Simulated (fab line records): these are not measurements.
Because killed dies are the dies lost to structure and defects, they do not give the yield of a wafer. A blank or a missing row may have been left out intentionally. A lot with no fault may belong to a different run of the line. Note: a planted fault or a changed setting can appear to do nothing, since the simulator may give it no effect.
Which tool is to blame?    flow nand_harc    Sampling: 24 lots, 72 wafers, 6 of 1302 route steps

## WHAT EACH GAUGE READ, for each wafer
NHARC_A_SGD_CUT_THK_MEAS_22: measures by ellipsometry. Usual: 148.4 nm for thk_nm, sd 1.6.
lot   measured      on             thk_nm (nm)        flag
L075  day 19 23:15  film_metro-01  145.3 149.4 149.1  
L074  day 19 23:15  film_metro-01  146.9 150.2 147.8  
L076  day 20 04:22  film_metro-01  146.4 147.2 146.7  
L077  day 20 17:45  film_metro-02  148.3 148.7 146.9  
L078  day 20 17:45  film_metro-02  149.6 149.9 148.7  
L079  day 21 12:02  film_metro-02  146.9 147.6 150.3  
L081  day 22 12:57  film_metro-02  147.9 147.5 147.4  
L080  day 22 12:58  film_metro-01  149.5 149.4 150.1  
L082  day 22 23:28  film_metro-01  148.7 150.0 150.6  
L083  day 23 10:43  film_metro-02  147.9 145.8 148.4  
L084  day 23 10:43  film_metro-01  148.6 149.9 148.6  
L085  day 24 09:19  film_metro-02  149.5 150.6 147.7  
L086  day 24 09:19  film_metro-01  150.0 147.6 147.0  
L087  day 25 18:20  film_metro-02  144.4 146.9 147.8  
L090  day 25 18:21  film_metro-02  146.9 146.5 144.9  
L089  day 26 01:48  film_metro-02  148.9 150.9 149.5  
L088  day 26 01:47  film_metro-01  148.2 149.2 148.1  
L092  day 26 07:50  film_metro-02  148.0 147.8 147.9  
L091  day 26 07:50  film_metro-01  149.9 147.4 148.0  
L094  day 27 14:58  film_metro-02  149.0 148.1 148.4  
L093  day 27 14:57  film_metro-02  150.6 149.3 147.2  
L095  day 28 14:42  film_metro-02  149.8 147.1 150.8  
L096  day 28 18:47  film_metro-02  148.1 146.2 149.1  
L097  day 29 23:06  film_metro-01  148.9 147.1 146.4  

NHARC_A_CONTACT_INSPECT_71. Usual: 86 for raw_defect_count, sd 32.
lot   measured      on                 raw_defect_count  flag
L075  day 22 06:20  defect_inspect-01  29 47 35          
L074  day 22 11:11  defect_inspect-02  80 106 96         
L076  day 22 13:00  defect_inspect-01  66 69 68          
L077  day 23 03:44  defect_inspect-02  98 108 100        
L078  day 23 05:07  defect_inspect-02  111 111 126       
L079  day 24 00:43  defect_inspect-01  47 65 68          
L081  day 24 21:28  defect_inspect-01  126 99 97         
L080  day 24 21:30  defect_inspect-02  64 67 88          
L082  day 25 10:23  defect_inspect-02  101 136 117       
L083  day 26 03:05  defect_inspect-01  64 69 59          
L084  day 26 00:38  defect_inspect-01  127 109 111       
L085  day 26 22:52  defect_inspect-01  77 94 78          
L086  day 27 02:22  defect_inspect-02  67 78 78          
L087  day 28 01:32  defect_inspect-01  100 94 105        
L090  day 28 01:20  defect_inspect-02  14 26 30          
L089  day 28 16:50  defect_inspect-01  88 101 85         
L088  day 28 14:14  defect_inspect-02  127 91 106        
L092  day 28 19:28  defect_inspect-02  108 127 128       
L091  day 29 02:26  defect_inspect-01  64 50 52          
L094  day 29 22:35  defect_inspect-01  81 61 81          
L093  day 29 23:10  defect_inspect-01  76 78 80          
L095  day 30 22:37  defect_inspect-02  22 19 19          
L096  day 31 18:49  defect_inspect-01  125 134 125       
L097  day 32 12:02  defect_inspect-01  116 122 98        

## EACH LOT AND THE TOOL THAT RAN IT (in order: tool; ch and the chambers of the sampled wafers; start)
lot   NHARC_A_SGD_CUT_CMP_21         NHARC_A_WL_FILL_STRIP_27              NHARC_A_CONTACT_ETCH_118              NHARC_A_CONTACT_ETCH_123
L075  cmp-02 ch 0,2,3, day 19 22:59  plasma_asher-02 ch 0,1, day 20 20:20  har_cap_etch-02 ch 0,1, day 21 22:53  har_cap_etch-02 ch 0,1, day 21 23:44
L074  cmp-01 ch 0,1, day 19 22:59    plasma_asher-02 ch 0, day 20 23:53    har_cap_etch-03 ch 0,1, day 22 04:14  har_cap_etch-03 ch 0,1, day 22 05:10
L076  cmp-01 ch 0,1,2, day 20 04:08  plasma_asher-02 ch 0,1, day 21 04:03  har_cap_etch-02 ch 0,1, day 22 05:58  har_cap_etch-02 ch 0,1, day 22 06:53
L077  cmp-02 ch 1,2, day 20 17:30    plasma_asher-01 ch 0, day 21 15:59    har_cap_etch-03 ch 1, day 22 20:13    har_cap_etch-03 ch 1, day 22 21:07
L078  cmp-04 ch 0,1, day 20 17:30    plasma_asher-02 ch 0, day 21 15:50    har_cap_etch-01 ch 0,1, day 22 19:47  har_cap_etch-01 ch 0,1, day 22 20:56
L079  cmp-01 ch 0,3, day 21 11:47    plasma_asher-02 ch 0,1, day 22 09:40  har_cap_etch-01 ch 0,1, day 23 16:46  har_cap_etch-01 ch 0,1, day 23 17:44
L081  cmp-04 ch 1,2,3, day 22 12:41  plasma_asher-01 ch 0,1, day 23 11:48  har_cap_etch-02 ch 0,1, day 24 13:16  har_cap_etch-02 ch 0,1, day 24 14:07
L080  cmp-02 ch 0,3, day 22 12:43    plasma_asher-02 ch 0,1, day 23 11:47  har_cap_etch-01 ch 0, day 24 13:29    har_cap_etch-01 ch 0, day 24 14:20
L082  cmp-02 ch 0,2,3, day 22 23:16  plasma_asher-01 ch 0,1, day 24 00:54  har_cap_etch-01 ch 0,1, day 25 01:55  har_cap_etch-01 ch 0,1, day 25 02:46
L083  cmp-01 ch 0,2,3, day 23 10:28  plasma_asher-02 ch 0,1, day 24 09:09  har_cap_etch-03 ch 0,1, day 25 18:08  har_cap_etch-03 ch 0,1, day 25 19:17
L084  cmp-04 ch 0,1,2, day 23 10:31  plasma_asher-01 ch 0,1, day 24 08:49  har_cap_etch-02 ch 0,1, day 25 16:49  har_cap_etch-02 ch 0,1, day 25 17:58
L085  cmp-01 ch 1,3, day 24 09:04    plasma_asher-02 ch 0,1, day 25 06:54  har_cap_etch-01 ch 0,1, day 26 07:36  har_cap_etch-01 ch 0,1, day 26 08:34
L086  cmp-02 ch 2,3, day 24 09:05    plasma_asher-01 ch 0,1, day 25 06:43  har_cap_etch-02 ch 0,1, day 26 08:33  har_cap_etch-02 ch 0,1, day 26 09:55
L087  cmp-01 ch 0,2,3, day 25 18:08  plasma_asher-01 ch 0,1, day 26 14:38  har_cap_etch-01 ch 0,1, day 27 16:06  har_cap_etch-01 ch 0,1, day 27 16:58
L090  cmp-02 ch 1,2,3, day 25 18:08  plasma_asher-02 ch 0,1, day 26 14:40  har_cap_etch-03 ch 0,1, day 27 16:03  har_cap_etch-03 ch 0,1, day 27 17:05
L089  cmp-04 ch 0,2,3, day 26 01:36  plasma_asher-02 ch 0,1, day 27 03:44  har_cap_etch-02 ch 0,1, day 28 08:42  har_cap_etch-02 ch 0,1, day 28 09:34
L088  cmp-01 ch 0,2,3, day 26 01:36  plasma_asher-01 ch 0,1, day 27 01:20  har_cap_etch-01 ch 0,1, day 28 06:17  har_cap_etch-01 ch 0,1, day 28 07:16
L092  cmp-02 ch 1,2,3, day 26 07:35  plasma_asher-01 ch 0,1, day 27 09:14  har_cap_etch-01 ch 0,1, day 28 12:15  har_cap_etch-01 ch 0,1, day 28 13:10
L091  cmp-01 ch 1,2,3, day 26 07:36  plasma_asher-01 ch 0,1, day 27 13:53  har_cap_etch-03 ch 0,1, day 28 14:40  har_cap_etch-03 ch 0,1, day 28 15:31
L094  cmp-02 ch 0,1,2, day 27 14:42  plasma_asher-01 ch 0,1, day 28 11:20  har_cap_etch-01 ch 0,1, day 29 15:26  har_cap_etch-01 ch 0,1, day 29 16:21
L093  cmp-01 ch 0,2,3, day 27 14:42  plasma_asher-02 ch 0,1, day 28 11:01  har_cap_etch-03 ch 0,1, day 29 15:51  har_cap_etch-03 ch 0,1, day 29 16:46
L095  cmp-02 ch 0,1,3, day 28 14:28  plasma_asher-01 ch 0,1, day 29 11:34  har_cap_etch-01 ch 0,1, day 30 15:32  har_cap_etch-01 ch 0,1, day 30 16:23
L096  cmp-04 ch 1,2,3, day 28 18:32  plasma_asher-01 ch 0,1, day 29 22:55  har_cap_etch-01 ch 0,1, day 31 11:40  har_cap_etch-01 ch 0,1, day 31 12:31
L097  cmp-01 ch 0,2, day 29 22:52    plasma_asher-02 ch 0,1, day 30 23:35  har_cap_etch-02 ch 0, day 31 23:59    har_cap_etch-02 ch 0, day 32 00:55
- NHARC_A_SGD_CUT_CMP_21: polishes, target thk 148.19 nm.
- NHARC_A_WL_FILL_STRIP_27: strips in N2/H2, time 20 s.
- NHARC_A_CONTACT_ETCH_118: etches the open film in C4F8/O2/Ar, time 190 s, target depth 1850 nm.
- NHARC_A_CONTACT_ETCH_123: etches the open film in C4F8/O2/Ar, time 490 s, target depth 2110 nm.

## WHAT THE TOOLS THEMSELVES READ (means of the sampled wafers that have a number; where no wafer has one, the mark that the record gives instead)
NHARC_A_SGD_CUT_CMP_21. Usual: edge_zone_pressure_frac 1.000, standard deviation 0.0051; motor_current_A 11.3 A, standard deviation 1.1; time_to_endpoint_s 51 s, standard deviation 3.8.
lot   tool    edge_zone_pressure_frac  motor_current_A (A)  time_to_endpoint_s (s)  flag
L075  cmp-02  0.994                    12.0                 52                      
L074  cmp-01  1.007                    10.8                 52                      
L076  cmp-01  1.000                    10.5                 51                      
L077  cmp-02  1.001                    11.8                 50                      
L078  cmp-04  1.002                    12.9                 55                      
L079  cmp-01  1.003                    11.4                 51                      
L081  cmp-04  1.001                    11.9                 51                      
L080  cmp-02  1.003                    10.5                 55                      
L082  cmp-02  0.994                    11.4                 54                      
L083  cmp-01  1.005                    10.7                 50                      
L084  cmp-04  1.002                    13.1                 50                      
L085  cmp-01  1.001                    11.1                 52                      
L086  cmp-02  1.001                    11.8                 51                      
L087  cmp-01  0.993                    10.6                 47                      
L090  cmp-02  1.000                    11.6                 47                      
L089  cmp-04  0.998                    12.0                 55                      
L088  cmp-01  1.002                    11.2                 46                      
L092  cmp-02  1.005                    11.6                 48                      
L091  cmp-01  1.004                    11.0                 47                      
L094  cmp-02  0.998                    11.1                 51                      
L093  cmp-01  0.999                    11.3                 46                      
L095  cmp-02  1.003                    10.6                 52                      
L096  cmp-04  0.999                    12.1                 51                      
L097  cmp-01  1.003                    10.4                 52                      

NHARC_A_WL_FILL_STRIP_27. Usual: drypump_motor_current_A 6.0 A, standard deviation 0.63; heater_power_w 307 W, standard deviation 23.
lot   tool             drypump_motor_current_A (A)  heater_power_w (W)  flag
L075  plasma_asher-02  6.4                          289                 
L074  plasma_asher-02  6.1                          324                 
L076  plasma_asher-02  6.4                          292                 
L077  plasma_asher-01  6.3                          314                 
L078  plasma_asher-02  6.1                          319                 
L079  plasma_asher-02  6.4                          294                 
L081  plasma_asher-01  5.8                          317                 
L080  plasma_asher-02  6.3                          305                 
L082  plasma_asher-01  5.4                          321                 
L083  plasma_asher-02  6.3                          303                 
L084  plasma_asher-01  5.4                          324                 
L085  plasma_asher-02  6.4                          289                 
L086  plasma_asher-01  5.4                          321                 
L087  plasma_asher-01  5.8                          314                 
L090  plasma_asher-02  6.4                          290                 
L089  plasma_asher-02  6.3                          305                 
L088  plasma_asher-01  5.8                          309                 
L092  plasma_asher-01  5.4                          324                 
L091  plasma_asher-01  5.8                          310                 
L094  plasma_asher-01  5.4                          321                 
L093  plasma_asher-02  6.4                          289                 
L095  plasma_asher-01  5.8                          309                 
L096  plasma_asher-01  5.4                          327                 
L097  plasma_asher-02  6.4                          292                 

## THE ANSWER, worked out from the rows above alone
Rule: lot off if the mean of its wafers having a number is beyond 3 standard deviations from the usual mean. A lot without any number at a reading at which 4 lots or more have one is off too. Any other lot the step has rows for is counted as sound. The gauges are gone through in route order, then the tools' own readings, and for those a lot's mean is taken as printed above. The first step at which some lot is off is used, and at that step the reading that is off furthest; a lot without a number counts as furthest.
No lot is off at any reading shown: from this, nothing can be told.

## WHAT HAD BEEN PUT IN BY THE SIMULATOR
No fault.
